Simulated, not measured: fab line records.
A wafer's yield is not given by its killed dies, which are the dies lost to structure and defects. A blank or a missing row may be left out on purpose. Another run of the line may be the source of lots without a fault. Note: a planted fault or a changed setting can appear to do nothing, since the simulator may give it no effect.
fab line records	flow n5-finfet
record: lots: 24	wafers: 72	last-day: 19
route steps=1938 shown BEOL_M2@855
lots with no fault: from the same line, run without faults
start-h: hours from the record's first day to the start of the lot's first wafer shown	wait-h: hours from the lot's prior step to this one	" unchanged from the row above	L1.1+2: one row covering several wafers at once	- no value present, or no start provided	* or withheld: withheld	< > ~ a bound
route shown NAME@n: a module of which the file shows steps, and the number in the route of the first	usual: mean and standard deviation over wafers with no fault	same: alike in all rows	chamber/n: place in a boat	sites: the reading at each site	_std_site: standard deviation across them	_edge_site: mean of outer sites minus mean of inner sites	radius-mm: how far each site lies from the wafer's centre	mask NAME#n: copy n	behind: the most recent tool/chamber to have shaped the wafer	hold: why the lot went on hold/how many hours it stayed there/how the hold came to an end	device: which transistor (n, p or np) failed to switch	end of line: the tests these same wafers got at the end of their route	for a step that has no rows: nothing shown but its recipe	killed: at the first sort, the dies lost to defects and structure; wafer yield is something else	map: a wafer's dies, x killed, . not, _ none there
set.NAME: the setting as run; set.NAME@STEP: as run at that earlier step	model.NAME: the simulator's own value behind a step, which no gauge read
one table for each step of the route and one row for each wafer, over a sample of lots
services: a tool's chamber out of use, with start hour (start-h, from the record's first day; less than 0 if before it), hours out, and reason
== steps ==
step: N5_BEOL_M2_OVL_MEAS_12
recipe: points-per-wafer: 522
usual: M2_OVL: 0.1/0.6
lot.wafer	tool	chamber	start-h	wait-h	M2_OVL[nm]
L074.2	overlay-02	0	131.19	0.0	-0.7
L074.3	"	0	"	"	0.2
L074.4	"	0	"	"	0.2
L076.2	overlay-01	0	137.35	0.0	-0.6
L076.3	"	0	"	"	-0.2
L076.5	"	0	"	"	-0.4
L075.4	overlay-02	0	146.19	0.0	-0.3
L075.5	"	0	"	"	-0.2
L075.6	"	0	"	"	0.3
L077.4	overlay-02	0	153.26	0.0	0.7
L077.5	"	0	"	"	0.4
L077.6	"	0	"	"	0.2
L078.1	overlay-02	0	169.89	0.0	0.3
L078.3	"	0	"	"	0.5
L078.4	"	0	"	"	0.6
L079.2	overlay-02	0	171.46	0.0	-0.1
L079.5	"	0	"	"	1.3
L079.6	"	0	"	"	1.2
L080.2	overlay-01	0	171.95	0.0	0.3
L080.3	"	0	"	"	-0.6
L080.6	"	0	"	"	-0.1
L083.2	overlay-02	0	187.71	0.0	-0.2
L083.3	"	0	"	"	-0.1
L083.6	"	0	"	"	0.0
L082.2	overlay-01	0	195.49	0.0	0.6
L082.4	"	0	"	"	0.4
L082.5	"	0	"	"	0.4
L081.3	overlay-02	0	195.67	0.0	-0.3
L081.5	"	0	"	"	-0.9
L081.6	"	0	"	"	-1.0
L084.2	overlay-02	0	196.63	0.0	0.1
L084.3	"	0	"	"	-1.4
L084.4	"	0	"	"	-0.1
L085.1	overlay-02	0	196.93	0.0	-1.1
L085.2	"	0	"	"	-1.0
L085.3	"	0	"	"	-1.4
L086.4	overlay-02	0	213.46	0.0	0.4
L086.5	"	0	"	"	-0.1
L086.6	"	0	"	"	0.8
L089.3	overlay-01	0	222.17	0.0	-0.1
L089.4	"	0	"	"	0.2
L089.5	"	0	"	"	-0.8
L087.2	overlay-01	0	222.44	0.0	-0.1
L087.4	"	0	"	"	-0.4
L087.5	"	0	"	"	0.3
L088.2	overlay-01	0	225.41	0.0	0.7
L088.3	"	0	"	"	0.7
L088.5	"	0	"	"	0.4
L090.2	overlay-01	0	238.71	0.0	-0.3
L090.3	"	0	"	"	0.3
L090.4	"	0	"	"	-0.8
L091.1	overlay-02	0	239.26	0.0	0.0
L091.3	"	0	"	"	0.3
L091.6	"	0	"	"	0.5
L092.2	overlay-01	0	242.58	0.0	0.9
L092.5	"	0	"	"	-0.5
L092.6	"	0	"	"	0.1
L093.1	overlay-01	0	250.15	0.0	-0.3
L093.3	"	0	"	"	-0.7
L093.6	"	0	"	"	-0.2
L094.1	overlay-01	0	258.25	0.0	0.5
L094.2	"	0	"	"	0.2
L094.3	"	0	"	"	-0.4
L095.2	overlay-01	0	262.10	0.0	0.2
L095.3	"	0	"	"	0.9
L095.6	"	0	"	"	0.8
L097.1	overlay-02	0	269.27	0.0	0.5
L097.3	"	0	"	"	-0.2
L097.6	"	0	"	"	-0.4
L096.4	overlay-02	0	272.81	0.0	0.9
L096.5	"	0	"	"	0.7
L096.6	"	0	"	"	0.4
step: N5_BEOL_M2_ETCH_63
recipe: chemistry: CF4	target: SiARC	target-depth-a: 156	mask-material: CAR-EUV	time-s: 26	ion-energy-ev: 80	pressure-mtorr: 40	source-w: 545	bias-w: 36	Ar_flow_sccm: 100	cf4-flow-sccm: 100	ends: cleared
usual: drypump-motor-current-A: 5.5/0.36	etch-rf-on-time-s: 25.8/0.37	oes-product-au: 0.68/0.07	rf-vpp-V: 184.3/1.1	showerhead-plenum-p-Torr: 2.17/0.053	throttle-valve-pct: 15.62/0.2
lot.wafer	tool	chamber	start-h	wait-h	drypump-motor-current-A	etch-rf-on-time-s	oes-product-au	rf-hours-counter-h	rf-vpp-V	showerhead-plenum-p-Torr	throttle-valve-pct
L074.2	rie-diel-04	1	131.32	0.0	5.4	25.2	0.80	16	183.5	2.11	15.46
L074.3	"	3	"	"	5.6	25.3	0.75	38	185.4	2.18	15.51
L074.4	"	2	"	"	5.4	25.4	0.75	50	183.0	2.18	15.55
L076.2	rie-diel-04	0	137.48	0.0	5.7	25.9	0.61	206	183.2	2.12	15.78
L076.3	"	3	"	"	5.6	25.6	0.74	40	185.9	2.18	15.53
L076.5	"	3	"	"	5.6	25.4	0.75	-	184.2	2.18	15.54
L075.4	rie-diel-04	0	146.33	0.0	5.7	26.0	0.61	-	183.3	2.12	15.80
L075.5	"	2	"	"	5.4	25.2	0.76	-	184.9	2.18	15.54
L075.6	"	1	"	"	5.4	25.0	0.79	-	183.1	2.11	15.46
L077.4	rie-diel-01	1	153.38	0.0	5.9	25.7	0.60	210	182.6	2.20	15.67
L077.5	"	1	"	"	5.9	25.6	0.59	-	185.2	2.20	15.67
L077.6	"	2	"	"	6.1	25.6	0.77	-	185.2	2.26	15.31
L078.1	rie-diel-01	3	170.03	0.0	5.7	25.5	0.77	38	183.1	2.09	15.39
L078.3	"	0	"	"	5.3	25.6	0.75	60	187.1	2.26	15.38
L078.4	"	2	"	"	6.1	25.5	0.76	47	184.9	2.26	15.31
L079.2	rie-diel-01	2	171.90	0.0	6.1	25.6	0.76	48	185.2	2.26	15.34
L079.5	"	2	"	"	6.1	25.5	0.75	-	185.2	2.26	15.32
L079.6	"	3	"	"	5.7	25.6	0.76	-	183.3	2.09	15.38
L080.2	rie-diel-04	3	172.10	0.0	5.6	25.6	0.74	48	184.8	2.17	15.55
L080.3	"	1	"	"	5.4	25.5	0.76	31	182.8	2.10	15.48
L080.6	"	0	"	"	5.7	26.2	0.61	-	183.7	2.12	15.82
L083.2	rie-diel-01	3	188.11	0.0	5.7	26.1	0.75	44	183.0	2.09	15.42
L083.3	"	1	"	"	5.9	26.2	0.58	223	184.5	2.20	15.70
L083.6	"	1	"	"	5.9	26.3	0.58	-	184.4	2.20	15.70
L082.2	rie-diel-02	2	195.88	0.0	5.5	26.3	0.62	186	183.2	2.12	15.57
L082.4	"	2	"	"	5.5	26.3	0.62	-	183.5	2.12	15.56
L082.5	"	0	"	"	5.7	25.8	0.59	-	186.0	2.20	16.04
L081.3	rie-diel-01	1	196.33	0.0	5.9	26.0	0.58	226	185.0	2.20	15.74
L081.5	"	0	"	"	5.2	25.8	0.73	-	185.7	2.26	15.38
L081.6	"	1	"	"	5.9	26.0	0.58	-	184.6	2.20	15.72
L084.2	rie-diel-02	2	196.77	0.0	5.5	26.2	0.61	187	183.7	2.12	15.54
L084.3	"	0	"	"	5.7	25.6	0.59	227	185.1	2.20	16.05
L084.4	"	0	"	"	5.7	25.6	0.59	-	185.7	2.20	16.07
L085.1	rie-diel-01	3	197.07	0.0	5.7	25.8	0.74	48	183.5	2.09	15.42
L085.2	"	0	"	"	5.2	25.6	0.75	66	185.3	2.26	15.37
L085.3	"	2	"	"	6.0	25.9	0.74	58	185.8	2.25	15.34
L086.4	rie-diel-04	0	213.60	0.0	5.7	26.1	0.60	-	186.1	2.11	15.84
L086.5	"	2	"	"	5.4	25.1	0.73	-	184.5	2.17	15.59
L086.6	"	3	"	"	5.6	25.3	0.72	-	183.9	2.17	15.57
L089.3	rie-diel-01	0	222.36	0.0	5.2	25.4	0.74	73	185.9	2.25	15.39
L089.4	"	3	"	"	5.7	25.5	0.74	56	182.8	2.09	15.44
L089.5	"	2	"	"	6.1	25.4	0.73	-	185.0	2.25	15.35
L087.2	rie-diel-02	2	222.97	0.0	5.5	26.2	0.61	196	184.7	2.12	15.58
L087.4	"	3	"	"	5.1	26.9	0.62	189	184.1	2.21	15.63
L087.5	"	0	"	"	5.6	25.5	0.59	-	184.1	2.19	16.06
L088.2	rie-diel-04	0	225.55	0.0	5.7	26.0	0.60	235	183.0	2.11	15.84
L088.3	"	3	"	"	5.6	25.4	0.72	67	184.1	2.17	15.58
L088.5	"	2	"	"	5.4	25.3	0.72	-	184.4	2.17	15.63
L090.2	rie-diel-04	3	239.16	0.0	5.6	25.5	0.71	71	184.3	2.17	15.60
L090.3	"	2	"	"	5.4	25.4	0.72	86	184.0	2.17	15.62
L090.4	"	0	"	"	5.8	26.2	0.59	239	182.5	2.11	15.87
L091.1	rie-diel-04	1	239.76	0.0	5.4	25.7	0.73	48	184.4	2.10	15.53
L091.3	"	3	"	"	5.6	25.5	0.72	71	184.6	2.17	15.59
L091.6	"	1	"	"	5.4	25.6	0.74	-	181.9	2.10	15.52
L092.2	rie-diel-02	0	242.72	0.0	5.7	25.7	0.59	243	185.4	2.19	16.07
L092.5	"	1	"	"	4.7	26.1	0.68	-	184.5	2.15	15.82
L092.6	"	2	"	"	5.5	26.3	0.60	-	184.0	2.12	15.59
L093.1	rie-diel-02	0	250.49	0.0	5.7	25.8	0.58	246	185.3	2.19	16.10
L093.3	"	3	"	"	5.1	26.6	0.61	198	185.3	2.21	15.64
L093.6	"	1	"	"	4.7	25.9	0.69	-	183.5	2.15	15.83
L094.1	rie-diel-02	1	258.39	0.0	4.7	26.2	0.67	122	182.9	2.15	15.85
L094.2	"	3	"	"	5.1	26.4	0.61	203	185.3	2.21	15.64
L094.3	"	0	"	"	5.7	25.6	0.58	250	183.5	2.19	16.11
L095.2	rie-diel-01	2	262.24	0.0	6.1	25.7	0.73	75	185.2	2.25	15.38
L095.3	"	3	"	"	5.7	25.6	0.72	65	183.0	2.08	15.45
L095.6	"	2	"	"	6.1	25.9	0.72	-	185.0	2.25	15.40
L097.1	rie-diel-02	3	269.41	0.0	5.1	26.1	0.61	206	185.3	2.21	15.67
L097.3	"	1	"	"	4.7	25.9	0.68	125	182.9	2.15	15.85
L097.6	"	2	"	"	5.5	25.9	0.60	-	182.0	2.12	15.62
L096.4	rie-diel-04	3	273.05	0.0	5.6	25.7	0.70	-	183.8	2.16	15.61
L096.5	"	1	"	"	5.4	25.4	0.73	-	184.4	2.09	15.55
L096.6	"	2	"	"	5.4	25.8	0.70	-	183.5	2.16	15.65
step: N5_BEOL_M2_INSPECT_30
recipe: mode: adi	inspect-instrument: brightfield
usual: raw-defect-count: 448/100
lot.wafer	tool	chamber	start-h	wait-h	raw-defect-count
L074.2	defect-inspect-01	-	132.33	0.0	269
L074.3	"	-	"	"	334
L074.4	"	-	"	"	409
L076.2	defect-inspect-01	-	138.40	0.0	407
L076.3	"	-	"	"	376
L076.5	"	-	"	"	461
L075.4	defect-inspect-01	-	147.11	0.0	322
L075.5	"	-	"	"	487
L075.6	"	-	"	"	378
L077.4	defect-inspect-01	-	154.18	0.0	436
L077.5	"	-	"	"	403
L077.6	"	-	"	"	246
L078.1	defect-inspect-02	-	170.96	0.1	340
L078.3	"	-	"	"	462
L078.4	"	-	"	"	440
L079.2	defect-inspect-01	-	172.73	0.0	336
L079.5	"	-	"	"	470
L079.6	"	-	"	"	529
L080.2	defect-inspect-01	-	173.02	0.0	372
L080.3	"	-	"	"	366
L080.6	"	-	"	"	306
L083.2	defect-inspect-01	-	189.03	0.0	547
L083.3	"	-	"	"	601
L083.6	"	-	"	"	465
L082.2	defect-inspect-01	-	196.74	0.0	456
L082.4	"	-	"	"	468
L082.5	"	-	"	"	537
L081.3	defect-inspect-01	-	197.27	0.0	508
L081.5	"	-	"	"	346
L081.6	"	-	"	"	583
L084.2	defect-inspect-01	-	197.69	0.0	497
L084.3	"	-	"	"	392
L084.4	"	-	"	"	451
L085.1	defect-inspect-02	-	198.10	0.1	447
L085.2	"	-	"	"	606
L085.3	"	-	"	"	453
L086.4	defect-inspect-01	-	214.44	0.0	338
L086.5	"	-	"	"	475
L086.6	"	-	"	"	533
L089.3	defect-inspect-01	-	223.48	0.0	443
L089.4	"	-	"	"	331
L089.5	"	-	"	"	663
L087.2	defect-inspect-01	-	224.01	0.0	617
L087.4	"	-	"	"	452
L087.5	"	-	"	"	579
L088.2	defect-inspect-01	-	226.52	0.0	314
L088.3	"	-	"	"	325
L088.5	"	-	"	"	472
L090.2	defect-inspect-02	-	240.30	0.0	482
L090.3	"	-	"	"	474
L090.4	"	-	"	"	454
L091.1	defect-inspect-02	-	240.68	0.1	515
L091.3	"	-	"	"	595
L091.6	"	-	"	"	652
L092.2	defect-inspect-02	-	243.57	0.0	526
L092.5	"	-	"	"	663
L092.6	"	-	"	"	536
L093.1	defect-inspect-02	-	251.40	0.1	395
L093.3	"	-	"	"	312
L093.6	"	-	"	"	415
L094.1	defect-inspect-01	-	259.31	0.1	404
L094.2	"	-	"	"	573
L094.3	"	-	"	"	496
L095.2	defect-inspect-01	-	263.03	0.0	447
L095.3	"	-	"	"	268
L095.6	"	-	"	"	517
L097.1	defect-inspect-02	-	270.23	0.1	474
L097.3	"	-	"	"	637
L097.6	"	-	"	"	459
L096.4	defect-inspect-02	-	273.84	0.0	380
L096.5	"	-	"	"	367
L096.6	"	-	"	"	524
step: N5_BEOL_M2_ETCH_69
recipe: chemistry: CF4	target: SiARC	target-depth-a: 156	mask-material: CAR-EUV	time-s: 26	ion-energy-ev: 80	pressure-mtorr: 40	source-w: 545	bias-w: 36	Ar_flow_sccm: 100	cf4-flow-sccm: 100	ends: cleared
usual: drypump-motor-current-A: 5.4/0.43	etch-rf-on-time-s: 26.0/0.32	oes-product-au: 0.66/0.059	rf-vpp-V: 184.5/1	showerhead-plenum-p-Torr: 2.17/0.052	throttle-valve-pct: 15.64/0.21
lot.wafer	tool	chamber	start-h	wait-h	drypump-motor-current-A	etch-rf-on-time-s	oes-product-au	rf-hours-counter-h	rf-vpp-V	showerhead-plenum-p-Torr	throttle-valve-pct
L074.2	rie-diel-02	1	132.41	0.0	4.7	26.2	0.72	82	183.3	2.16	15.74
L074.3	"	3	"	"	5.1	26.4	0.64	157	184.5	2.22	15.54
L074.4	"	0	"	"	5.7	25.5	0.61	205	183.7	2.20	16.01
L076.2	rie-diel-02	0	138.79	0.0	5.7	25.5	0.61	208	186.1	2.20	16.01
L076.3	"	3	"	"	5.1	26.3	0.64	160	184.7	2.22	15.57
L076.5	"	3	"	"	5.1	26.4	0.64	-	184.8	2.22	15.56
L075.4	rie-diel-02	1	147.20	0.0	4.7	25.8	0.72	84	185.1	2.16	15.76
L075.5	"	3	"	"	5.1	26.4	0.63	-	184.6	2.22	15.58
L075.6	"	2	"	"	5.5	26.0	0.63	-	184.1	2.13	15.53
L077.4	rie-diel-02	2	154.26	0.0	5.5	26.1	0.63	172	183.8	2.13	15.52
L077.5	"	3	"	"	5.1	26.4	0.63	-	185.3	2.22	15.57
L077.6	"	2	"	"	5.5	26.2	0.63	-	182.4	2.13	15.54
L078.1	rie-diel-02	1	171.08	0.0	4.7	26.2	0.70	91	183.7	2.16	15.78
L078.3	"	3	"	"	5.1	26.4	0.63	171	185.0	2.22	15.61
L078.4	"	0	"	"	5.6	25.5	0.60	219	184.8	2.20	16.03
L079.2	rie-diel-01	0	172.81	0.0	5.2	25.9	0.74	61	184.7	2.26	15.36
L079.5	"	3	"	"	5.7	26.1	0.75	-	183.2	2.09	15.40
L079.6	"	2	"	"	6.1	25.8	0.75	-	185.9	2.26	15.32
L080.2	rie-diel-01	3	173.10	0.0	5.7	25.8	0.76	39	183.3	2.09	15.39
L080.3	"	1	"	"	5.9	25.7	0.59	218	184.0	2.20	15.68
L080.6	"	3	"	"	5.7	25.8	0.76	-	184.2	2.09	15.40
L083.2	rie-diel-01	1	189.11	0.0	5.9	26.1	0.58	223	184.3	2.20	15.70
L083.3	"	2	"	"	6.0	26.0	0.73	55	185.3	2.26	15.35
L083.6	"	1	"	"	5.9	26.2	0.58	-	185.6	2.20	15.71
L082.2	rie-diel-01	2	196.87	0.0	6.1	25.6	0.74	58	186.3	2.25	15.34
L082.4	"	0	"	"	5.2	25.5	0.74	66	185.9	2.26	15.35
L082.5	"	2	"	"	6.1	25.6	0.74	-	184.6	2.25	15.34
L081.3	rie-diel-01	0	197.43	0.0	5.3	26.0	0.73	66	184.8	2.26	15.38
L081.5	"	1	"	"	5.9	25.9	0.59	-	185.1	2.20	15.71
L081.6	"	2	"	"	6.1	25.7	0.74	-	185.1	2.25	15.34
L084.2	rie-diel-01	2	197.77	0.0	6.1	25.5	0.75	58	185.6	2.25	15.36
L084.3	"	0	"	"	5.3	25.8	0.74	66	185.9	2.26	15.37
L084.4	"	3	"	"	5.7	25.7	0.74	48	183.3	2.09	15.41
L085.1	rie-diel-02	1	198.18	0.0	4.7	26.4	0.70	100	185.8	2.15	15.79
L085.2	"	0	"	"	5.6	25.5	0.59	228	184.4	2.20	16.05
L085.3	"	2	"	"	5.5	26.3	0.60	187	183.5	2.12	15.56
L086.4	rie-diel-02	0	214.52	0.0	5.7	25.5	0.58	233	185.6	2.19	16.07
L086.5	"	1	"	"	4.7	26.1	0.69	-	184.1	2.15	15.81
L086.6	"	2	"	"	5.5	26.2	0.61	-	183.9	2.12	15.58
L089.3	rie-diel-02	1	223.56	0.0	4.6	25.9	0.69	109	185.5	2.15	15.81
L089.4	"	3	"	"	5.1	26.5	0.62	189	185.9	2.21	15.63
L089.5	"	2	"	"	5.5	26.1	0.61	-	184.3	2.12	15.58
L087.2	rie-diel-02	0	224.09	0.0	5.7	25.2	0.59	237	185.4	2.19	16.06
L087.4	"	3	"	"	5.1	26.4	0.62	189	186.0	2.21	15.63
L087.5	"	1	"	"	4.7	26.2	0.69	-	184.5	2.15	15.81
L088.2	rie-diel-04	1	226.61	0.0	5.4	25.8	0.75	45	183.1	2.10	15.51
L088.3	"	2	"	"	5.4	25.7	0.71	84	184.4	2.17	15.60
L088.5	"	2	"	"	5.4	25.8	0.72	-	185.3	2.17	15.61
L090.2	rie-diel-02	3	240.93	0.0	5.1	26.4	0.61	195	184.8	2.21	15.63
L090.3	"	0	"	"	5.7	25.6	0.59	243	186.1	2.19	16.10
L090.4	"	1	"	"	4.7	25.9	0.68	114	184.6	2.15	15.82
L091.1	rie-diel-02	2	241.04	0.0	5.5	26.0	0.61	201	185.6	2.12	15.58
L091.3	"	1	"	"	4.7	25.9	0.69	114	184.4	2.15	15.81
L091.6	"	2	"	"	5.5	26.1	0.61	-	183.5	2.12	15.60
L092.2	rie-diel-02	3	243.67	0.0	5.1	26.1	0.62	197	183.5	2.21	15.65
L092.5	"	2	"	"	5.5	25.7	0.61	-	185.6	2.12	15.58
L092.6	"	1	"	"	4.7	25.9	0.69	-	184.6	2.15	15.82
L093.1	rie-diel-02	1	251.67	0.0	4.7	26.0	0.68	118	185.2	2.15	15.83
L093.3	"	3	"	"	5.1	26.4	0.61	199	183.8	2.21	15.65
L093.6	"	0	"	"	5.7	25.5	0.58	-	184.7	2.19	16.09
L094.1	rie-diel-02	3	259.39	0.0	5.1	26.4	0.61	203	185.6	2.21	15.66
L094.2	"	2	"	"	5.5	26.1	0.61	207	183.1	2.12	15.59
L094.3	"	1	"	"	4.6	26.1	0.68	122	183.4	2.15	15.84
L095.2	rie-diel-02	3	263.11	0.0	5.1	26.3	0.61	203	184.4	2.21	15.65
L095.3	"	2	"	"	5.5	26.1	0.61	207	184.4	2.12	15.58
L095.6	"	1	"	"	4.7	25.8	0.68	-	183.8	2.15	15.84
L097.1	rie-diel-01	2	270.32	0.0	6.0	25.9	0.71	78	184.1	2.25	15.38
L097.3	"	0	"	"	5.3	25.8	0.72	84	185.6	2.25	15.42
L097.6	"	2	"	"	6.0	26.0	0.72	-	186.3	2.25	15.37
L096.4	rie-diel-02	3	273.95	0.0	5.1	26.3	0.61	-	184.7	2.20	15.66
L096.5	"	1	"	"	4.7	26.2	0.67	-	183.2	2.15	15.86
L096.6	"	2	"	"	5.5	26.2	0.61	-	184.1	2.12	15.61
step: N5_BEOL_M2_SPUTTER_81
recipe: material: Cu	target-thk-a: 45	temp-c: -20	chamber-pressure-pa: 0.07	power-w: withheld	time-s: 8.29
usual: throttle-valve-pct: 30.4/1.1
lot.wafer	tool	chamber	start-h	wait-h	throttle-valve-pct
L074.2	pvd-sputter-02	-	138.26	0.1	30.3
L074.3	"	-	"	"	31.6
L074.4	"	-	"	"	29.3
L076.2	pvd-sputter-01	-	144.10	0.1	30.2
L076.3	"	-	"	"	31.1
L076.5	"	-	"	"	28.6
L075.4	pvd-sputter-02	-	149.63	0.1	31.9
L075.5	"	-	"	"	29.3
L075.6	"	-	"	"	31.7
L077.4	pvd-sputter-02	-	158.34	0.0	31.5
L077.5	"	-	"	"	30.2
L077.6	"	-	"	"	31.3
L078.1	pvd-sputter-03	-	178.97	0.1	30.1
L078.3	"	-	"	"	29.0
L078.4	"	-	"	"	29.8
L079.2	pvd-sputter-02	-	179.02	0.1	31.7
L079.5	"	-	"	"	29.6
L079.6	"	-	"	"	30.2
L080.2	pvd-sputter-02	-	182.32	0.1	30.2
L080.3	"	-	"	"	31.4
L080.6	"	-	"	"	29.5
L083.2	pvd-sputter-01	-	195.61	0.1	30.1
L083.3	"	-	"	"	28.2
L083.6	"	-	"	"	28.2
L082.2	pvd-sputter-02	-	201.65	0.1	30.4
L082.4	"	-	"	"	31.4
L082.5	"	-	"	"	30.4
L081.3	pvd-sputter-03	-	202.67	0.1	29.9
L081.5	"	-	"	"	29.5
L081.6	"	-	"	"	30.2
L084.2	pvd-sputter-02	-	205.17	0.1	30.0
L084.3	"	-	"	"	31.5
L084.4	"	-	"	"	31.2
L085.1	pvd-sputter-03	-	208.03	0.1	28.8
L085.2	"	-	"	"	29.5
L085.3	"	-	"	"	30.2
L086.4	pvd-sputter-02	-	223.45	0.1	29.4
L086.5	"	-	"	"	31.6
L086.6	"	-	"	"	29.3
L089.3	pvd-sputter-03	-	232.65	0.1	29.5
L089.4	"	-	"	"	29.3
L089.5	"	-	"	"	29.6
L087.2	pvd-sputter-02	-	240.25	0.1	29.3
L087.4	"	-	"	"	30.2
L087.5	"	-	"	"	31.4
L088.2	pvd-sputter-03	-	240.41	0.1	32.5
L088.3	"	-	"	"	28.8
L088.5	"	-	"	"	32.7
L090.2	pvd-sputter-01	-	251.27	0.1	31.3
L090.3	"	-	"	"	30.7
L090.4	"	-	"	"	30.5
L091.1	pvd-sputter-02	-	251.38	0.1	31.3
L091.3	"	-	"	"	29.5
L091.6	"	-	"	"	31.6
L092.2	pvd-sputter-03	-	252.95	0.1	32.7
L092.5	"	-	"	"	29.8
L092.6	"	-	"	"	29.5
L093.1	pvd-sputter-01	-	260.64	0.1	30.8
L093.3	"	-	"	"	28.1
L093.6	"	-	"	"	28.3
L094.1	pvd-sputter-02	-	270.54	0.1	29.5
L094.2	"	-	"	"	31.2
L094.3	"	-	"	"	30.1
L095.2	pvd-sputter-01	-	274.75	0.1	30.5
L095.3	"	-	"	"	28.4
L095.6	"	-	"	"	30.3
L097.1	pvd-sputter-02	-	291.47	0.1	29.6
L097.3	"	-	"	"	31.4
L097.6	"	-	"	"	31.2
L096.4	pvd-sputter-02	-	295.31	0.1	31.4
L096.5	"	-	"	"	29.6
L096.6	"	-	"	"	30.0
step: N5_BEOL_M2_SPUTTER_92
recipe: material: Cu	target-thk-a: 45	temp-c: -20	chamber-pressure-pa: 0.07	power-w: withheld	time-s: 8.29
usual: throttle-valve-pct: 30.4/1.1
lot.wafer	tool	chamber	start-h	wait-h	throttle-valve-pct
L074.2	pvd-sputter-02	-	139.14	0.1	30.1
L074.3	"	-	"	"	31.9
L074.4	"	-	"	"	29.5
L076.2	pvd-sputter-01	-	144.98	0.1	30.4
L076.3	"	-	"	"	31.4
L076.5	"	-	"	"	28.3
L075.4	pvd-sputter-02	-	150.51	0.1	31.4
L075.5	"	-	"	"	29.4
L075.6	"	-	"	"	31.5
L077.4	pvd-sputter-02	-	159.22	0.0	31.5
L077.5	"	-	"	"	30.1
L077.6	"	-	"	"	31.2
L078.1	pvd-sputter-03	-	179.85	0.1	29.8
L078.3	"	-	"	"	29.2
L078.4	"	-	"	"	29.6
L079.2	pvd-sputter-02	-	179.90	0.1	31.5
L079.5	"	-	"	"	29.4
L079.6	"	-	"	"	30.0
L080.2	pvd-sputter-02	-	183.20	0.1	30.0
L080.3	"	-	"	"	31.2
L080.6	"	-	"	"	29.4
L083.2	pvd-sputter-01	-	197.37	0.1	30.5
L083.3	"	-	"	"	28.5
L083.6	"	-	"	"	28.5
L082.2	pvd-sputter-02	-	202.53	0.1	30.1
L082.4	"	-	"	"	31.4
L082.5	"	-	"	"	30.0
L081.3	pvd-sputter-03	-	203.55	0.1	29.7
L081.5	"	-	"	"	29.4
L081.6	"	-	"	"	29.7
L084.2	pvd-sputter-02	-	206.05	0.1	30.2
L084.3	"	-	"	"	31.5
L084.4	"	-	"	"	31.3
L085.1	pvd-sputter-03	-	208.91	0.1	28.7
L085.2	"	-	"	"	29.6
L085.3	"	-	"	"	30.1
L086.4	pvd-sputter-02	-	224.33	0.1	29.6
L086.5	"	-	"	"	31.6
L086.6	"	-	"	"	29.4
L089.3	pvd-sputter-03	-	233.53	0.1	29.4
L089.4	"	-	"	"	28.8
L089.5	"	-	"	"	29.7
L087.2	pvd-sputter-02	-	241.13	0.1	29.4
L087.4	"	-	"	"	30.5
L087.5	"	-	"	"	31.3
L088.2	pvd-sputter-03	-	241.29	0.1	32.8
L088.3	"	-	"	"	28.8
L088.5	"	-	"	"	32.5
L090.2	pvd-sputter-01	-	252.15	0.1	31.6
L090.3	"	-	"	"	30.7
L090.4	"	-	"	"	30.3
L091.1	pvd-sputter-02	-	252.26	0.1	31.1
L091.3	"	-	"	"	29.5
L091.6	"	-	"	"	31.2
L092.2	pvd-sputter-03	-	253.83	0.1	32.5
L092.5	"	-	"	"	29.9
L092.6	"	-	"	"	29.5
L093.1	pvd-sputter-01	-	261.52	0.1	30.4
L093.3	"	-	"	"	28.5
L093.6	"	-	"	"	28.4
L094.1	pvd-sputter-02	-	271.42	0.1	29.3
L094.2	"	-	"	"	31.5
L094.3	"	-	"	"	30.5
L095.2	pvd-sputter-01	-	275.63	0.1	30.5
L095.3	"	-	"	"	28.1
L095.6	"	-	"	"	30.5
L097.1	pvd-sputter-02	-	292.35	0.1	29.6
L097.3	"	-	"	"	30.9
L097.6	"	-	"	"	31.0
L096.4	pvd-sputter-02	-	296.19	0.1	31.2
L096.5	"	-	"	"	29.4
L096.6	"	-	"	"	30.4
== services ==
tool	chamber	start-h	hours	kind
rie-diel-02	0	113.52	7.3	repair
rie-diel-01	1	136.85	10.3	repair
rie-diel-02	1	137.28	9.5	repair
rie-diel-04	3	144.66	14.2	repair
pvd-sputter-01	-	146.86	5.2	repair
rie-diel-02	-	159.50	1.4	repair
rie-diel-01	0	183.85	7.7	repair
rie-diel-02	3	195.74	3.8	repair
rie-diel-04	1	207.48	14.3	repair
rie-diel-04	-	209.64	0.6	repair
rie-diel-04	0	217.81	6.3	repair
rie-diel-02	2	227.15	4.2	repair
rie-diel-01	-	238.63	15.6	pm
rie-diel-02	2	252.28	2.4	repair
rie-diel-02	0	259.23	-	clean
rie-diel-02	0	259.23	-	consumable-replace:focus-ring
rie-diel-02	0	259.23	17.7	scheduled-down
rie-diel-02	0	259.23	17.7	vent-cycle
rie-diel-01	0	259.64	4.1	repair
rie-diel-02	-	260.12	2.8	pm
rie-diel-01	1	277.87	-	clean
rie-diel-01	1	277.87	-	consumable-replace:focus-ring
rie-diel-01	1	277.87	19.3	scheduled-down
rie-diel-01	1	277.87	19.3	vent-cycle
== key ==
fault none
